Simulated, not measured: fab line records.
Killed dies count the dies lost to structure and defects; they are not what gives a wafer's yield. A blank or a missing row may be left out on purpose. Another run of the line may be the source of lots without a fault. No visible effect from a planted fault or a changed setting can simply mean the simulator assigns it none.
The tool behind it: which one?    flow nandHarc    12 lots with 36 wafers sampled at 5 steps, on a route of 1159 steps

## WHAT EACH GAUGE READ, for each wafer
NHARC_END_SORT_01. Usual: killedAtArray 24, standard deviation 7.4; killedAtOther 0.5, standard deviation 0.81; killedAtPeriphery 3.4, standard deviation 2.3; killedDies 28, standard deviation 8; killedOpen 3.4, standard deviation 1.8; killedShort 2.0, standard deviation 1.4.
lot   measured      on         killedAtArray  killedAtOther  killedAtPeriphery  killedDies  killedOpen  killedShort  flag
L727  day 22 13:58  prober-01  24 23 674      0 0 0          7 2 2              31 25 676   5 6 5       2 2 1        OFF
L726  day 22 13:55  prober-02  17 15 672      1 0 2          5 9 3              23 24 677   2 5 5       1 1 4        OFF

## TOOL THAT RAN EACH LOT (tool first, then ch and the chambers of the sampled wafers, then the start)
lot   NHARC_A_STAIRCASE_ETCH_19          NHARC_A_STAIRCASE_TRIM_20          NHARC_A_STAIRCASE_TRIM_24                     NHARC_A_STAIRCASE_STRIP_175
L715  rieDiel-10 ch 0,1,3, day 11 11:10  rieDiel-01 ch 0,2,3, day 11 11:22  rieDiel-01 ch 0,1, day 11 12:37 or earlier    plasmaAsher-01 ch 0,1, day 11 12:37
L716  rieDiel-10 ch 0,1, day 11 11:41    rieDiel-12 ch 1,2,3, day 11 11:54  rieDiel-12 ch 0,1,2, day 11 12:55 or earlier  plasmaAsher-01 ch 0,1, day 11 12:55
L719  rieDiel-10 ch 1,2,3, day 11 18:19  rieDiel-12 ch 1,2,3, day 11 18:31  rieDiel-12 ch 0,2,3, day 11 19:42 or earlier  plasmaAsher-02 ch 0,1, day 11 19:42
L717  rieDiel-12 ch 1,2,3, day 11 19:09  rieDiel-01 ch 1,2, day 11 19:22    rieDiel-01 ch 0,2,3, day 11 20:44 or earlier  plasmaAsher-01 ch 0,1, day 11 20:44
L718  rieDiel-12 ch 1,2,3, day 11 22:04  rieDiel-10 ch 1,2, day 11 22:18    rieDiel-10 ch 0,2, day 11 23:52 or earlier    plasmaAsher-02 ch 0,1, day 11 23:52
L721  rieDiel-12 ch 1,3, day 12 11:56    rieDiel-10 ch 0,3, day 12 12:06    rieDiel-10 ch 0,1, day 12 13:10 or earlier    plasmaAsher-02 ch 0,1, day 12 13:10
L724  rieDiel-12 ch 1,2, day 13 14:01    rieDiel-12 ch 2,3, day 13 14:11    rieDiel-12 ch 1,2,3, day 13 15:15 or earlier  plasmaAsher-01 ch 0,1, day 13 15:15
L725  rieDiel-01 ch 0,1, day 13 23:47    rieDiel-01 ch 0,3, day 13 23:59    rieDiel-01 ch 0,2,3, day 14 01:16 or earlier  plasmaAsher-02 ch 0,1, day 14 01:16
L727  rieDiel-01 ch 0,1, day 13 23:49    rieDiel-12 ch 1,3, day 13 23:59    rieDiel-12 ch 1,2, day 14 01:35 or earlier    plasmaAsher-01 ch 0,1, day 14 01:35
L726  rieDiel-01 ch 2,3, day 13 23:51    rieDiel-10 ch 0,2, day 14 00:03    rieDiel-10 ch 0,2,3, day 14 01:18 or earlier  plasmaAsher-01 ch 0,1, day 14 01:18
L728  rieDiel-10 ch 0,1, day 14 14:53    rieDiel-01 ch 0,2, day 14 15:05    rieDiel-01 ch 1,2,3, day 14 18:15 or earlier  plasmaAsher-01 ch 0,1, day 14 18:15
L731  rieDiel-10 ch 1,2,3, day 14 21:53  rieDiel-01 ch 0,1,3, day 14 22:08  rieDiel-01 ch 0,1,2, day 14 23:19 or earlier  plasmaAsher-01 ch 0,1, day 14 23:19
- NHARC_A_STAIRCASE_ETCH_19: etches the open film in C4F8/O2, target depth 100 nm, time 40.5 s.
- NHARC_A_STAIRCASE_TRIM_20: chemistry O2, time 211.2 s.
- NHARC_A_STAIRCASE_TRIM_24: chemistry O2, time 211.2 s.
- NHARC_A_STAIRCASE_STRIP_175: strips in O2.

## WHAT THE TOOLS THEMSELVES READ (means of the sampled wafers that have a number; where no wafer has one, the mark that the record gives instead)
NHARC_A_STAIRCASE_ETCH_19. Usual: oesProductAu 0.941 a.u., standard deviation 0.0096; rfVppV 896 V, standard deviation 6.6.
lot   tool        oesProductAu (a.u.)  rfVppV (V)  flag
L715  rieDiel-10  0.931                891         
L716  rieDiel-10  0.953                892         
L719  rieDiel-10  0.944                891         
L717  rieDiel-12  0.939                898         
L718  rieDiel-12  0.943                898         
L721  rieDiel-12  0.959                903         
L724  rieDiel-12  0.946                892         
L725  rieDiel-01  0.933                894         
L727  rieDiel-01  0.986                890         OFF
L726  rieDiel-01  0.996                898         OFF
L728  rieDiel-10  0.946                890         
L731  rieDiel-10  0.935                889         

NHARC_A_STAIRCASE_TRIM_20. Usual: drypumpMotorCurrentA 5.6 A, standard deviation 0.51; oesProductAu 1.002 a.u., standard deviation 0.0064; rfVppV 57.7 V, standard deviation 0.95; showerheadPlenumPTorr 3.51 Torr, standard deviation 0.17; throttleValvePct 17.036 %, standard deviation 0.0088.
lot   tool        drypumpMotorCurrentA (A)  oesProductAu (a.u.)  rfVppV (V)  showerheadPlenumPTorr (Torr)  throttleValvePct (%)  flag
L715  rieDiel-01  6.4                       1.000                56.5        3.51                          17.032                
L716  rieDiel-12  5.2                       1.007                58.2        3.60                          17.031                
L719  rieDiel-12  5.1                       1.004                58.3        3.60                          17.042                
L717  rieDiel-01  6.0                       1.006                57.7        3.56                          17.038                
L718  rieDiel-10  5.5                       0.996                56.6        3.35                          17.034                
L721  rieDiel-10  5.2                       0.994                58.1        3.47                          17.034                
L724  rieDiel-12  5.1                       1.009                57.5        3.46                          17.036                
L725  rieDiel-01  6.3                       0.999                57.5        3.42                          17.032                
L727  rieDiel-12  5.3                       1.006                59.0        3.72                          17.037                
L726  rieDiel-10  5.5                       0.997                57.5        3.40                          17.037                
L728  rieDiel-01  6.6                       1.001                57.4        3.44                          17.033                
L731  rieDiel-01  6.1                       0.999                57.5        3.51                          17.040                

NHARC_A_STAIRCASE_TRIM_24. Usual: drypumpMotorCurrentA 5.6 A, standard deviation 0.52; oesProductAu 1.002 a.u., standard deviation 0.0067; rfVppV 57.7 V, standard deviation 0.99; showerheadPlenumPTorr 3.50 Torr, standard deviation 0.17; throttleValvePct 17.037 %, standard deviation 0.0088.
lot   tool        drypumpMotorCurrentA (A)  oesProductAu (a.u.)  rfVppV (V)  showerheadPlenumPTorr (Torr)  throttleValvePct (%)  flag
L715  rieDiel-01  5.9                       1.005                57.3        3.49                          17.036                
L716  rieDiel-12  5.2                       1.008                57.4        3.60                          17.030                
L719  rieDiel-12  5.3                       1.000                57.4        3.63                          17.043                
L717  rieDiel-01  6.4                       0.998                57.6        3.51                          17.035                
L718  rieDiel-10  5.4                       0.994                57.0        3.38                          17.038                
L721  rieDiel-10  5.7                       1.002                57.7        3.40                          17.042                
L724  rieDiel-12  5.2                       1.013                58.0        3.59                          17.031                
L725  rieDiel-01  6.4                       1.000                58.7        3.50                          17.033                
L727  rieDiel-12  5.0                       1.007                57.7        3.42                          17.037                
L726  rieDiel-10  5.3                       1.000                56.9        3.41                          17.031                
L728  rieDiel-01  6.2                       1.005                58.0        3.59                          17.041                
L731  rieDiel-01  6.2                       1.001                58.1        3.46                          17.030                

NHARC_A_STAIRCASE_STRIP_175. Usual: drypumpMotorCurrentA 5.8 A, standard deviation 0.46; heaterPowerW 356 W, standard deviation 30; tempC 250.02 C, standard deviation 0.18.
lot   tool            drypumpMotorCurrentA (A)  heaterPowerW (W)  tempC (C)  flag
L715  plasmaAsher-01  6.3                       391               249.91     
L716  plasmaAsher-01  6.0                       374               250.01     
L719  plasmaAsher-02  5.6                       336               249.81     
L717  plasmaAsher-01  6.0                       381               249.90     
L718  plasmaAsher-02  5.5                       339               249.92     
L721  plasmaAsher-02  5.4                       328               250.16     
L724  plasmaAsher-01  6.0                       371               249.81     
L725  plasmaAsher-02  5.4                       324               249.94     
L727  plasmaAsher-01  6.0                       371               250.05     
L726  plasmaAsher-01  6.3                       382               250.04     
L728  plasmaAsher-01  6.0                       374               250.09     
L731  plasmaAsher-01  6.3                       393               250.03     

## THE ANSWER, worked out from the rows above alone
Rule: a lot is off if the mean of its wafers that have a number lies more than 3 standard deviations from the usual mean. A lot without any number at a reading at which 4 lots or more have one is off too. All remaining lots with rows at the step are treated as sound. The gauges are gone through in route order, then the tools' own readings, and for those a lot's mean is taken as printed above. At the first step where some lot is off, the reading lying furthest off is the one used; lots without a number count as furthest.
Off at NHARC_END_SORT_01 (killedAtArray): L727, L726. Neither off nor sound, because the step has no rows for them: L715, L716, L719, L717, L718, L721, L724, L725, L728, L731.
If a tool, at a process step before that reading, ran all the lots that are off and no sound lot after the first of them, it fits. The gauges at NHARC_END_SORT_01 aren't tried: what is off there is off at NHARC_A_STAIRCASE_ETCH_19 too, on other tools, and a gauge's error can't cause that. Because NHARC_A_STAIRCASE_TRIM_24 lacks a start for some lots, the hours and order of its lots are taken from NHARC_A_STAIRCASE_STRIP_175. Undecided on this evidence; 2 tools fit (rieDiel-01 at NHARC_A_STAIRCASE_ETCH_19, plasmaAsher-01 at NHARC_A_STAIRCASE_STRIP_175).

## WHAT THE SIMULATOR HAD PUT IN
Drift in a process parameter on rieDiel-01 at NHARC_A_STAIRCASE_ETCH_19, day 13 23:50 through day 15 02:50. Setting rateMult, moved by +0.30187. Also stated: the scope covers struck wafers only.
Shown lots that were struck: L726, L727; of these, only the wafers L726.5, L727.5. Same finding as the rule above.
